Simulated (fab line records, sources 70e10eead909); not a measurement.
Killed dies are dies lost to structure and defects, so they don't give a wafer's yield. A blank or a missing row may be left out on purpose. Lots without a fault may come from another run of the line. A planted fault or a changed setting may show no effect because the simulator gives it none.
Which tool did it? | flow nand_harc | 7 lots, 20 wafers sampled, at 2 steps of a route of 1302

WHAT THE GAUGES READ, wafer by wafer
NHARC_A_BONDPAD_THK_MEAS_30: measures by ellipsometry.
lot  | measured     | on            | thk_nm (nm)
L372 | day 23 12:59 | film_metro-01 | 199.6 198.7 199.1
L375 | day 24 14:33 | film_metro-02 | 200.5 200.6 199.0
L376 | day 25 14:41 | film_metro-02 | 198.7 199.7 199.5
L379 | day 26 20:44 | film_metro-01 | 200.0 200.9 200.9
L381 | day 27 18:04 | film_metro-02 | 201.1 202.1 201.2
L387 | day 29 09:13 | film_metro-02 | 198.4
L393 | day 32 20:23 | film_metro-02 | 200.4 198.9 197.9

WHICH TOOL RAN EACH LOT (tool, then ch and the chambers of the sampled wafers, then the start)
lot  | NHARC_A_CHANNEL_HOLE_D2_DEP_00
L372 | acl_dep-02 ch 0, day 13 23:34
L375 | acl_dep-02 ch 0, day 14 18:50
L376 | acl_dep-03 ch 0, day 15 18:14
L379 | acl_dep-01 ch 0, day 16 21:49
L381 | acl_dep-01 ch 0, day 17 23:05
L387 | acl_dep-01 ch 0, day 19 20:50
L393 | acl_dep-02 ch 0, day 22 19:49
- NHARC_A_CHANNEL_HOLE_D2_DEP_00: deposits aC, target thk 3100 nm.

THE ANSWER, worked out from the rows above alone
Rule: what is usual is taken from the lots themselves. Put in order of their means at a reading, lots are off if they are a third of the lots or fewer, leave a main group of 4 or more, and stand apart from it by a gap of 3 or more times the standard deviation of the main group's means; of several such gaps the widest counts. A main group whose means are all the same, to the digits that the tables above print for the reading, isn't used. A lot without any number at a reading at which 4 lots or more have one is off too. The other lots that the step has rows for count as sound.
No lot is off at any reading shown: from this, nothing can be told.

WHAT THE SIMULATOR HAD PUT IN
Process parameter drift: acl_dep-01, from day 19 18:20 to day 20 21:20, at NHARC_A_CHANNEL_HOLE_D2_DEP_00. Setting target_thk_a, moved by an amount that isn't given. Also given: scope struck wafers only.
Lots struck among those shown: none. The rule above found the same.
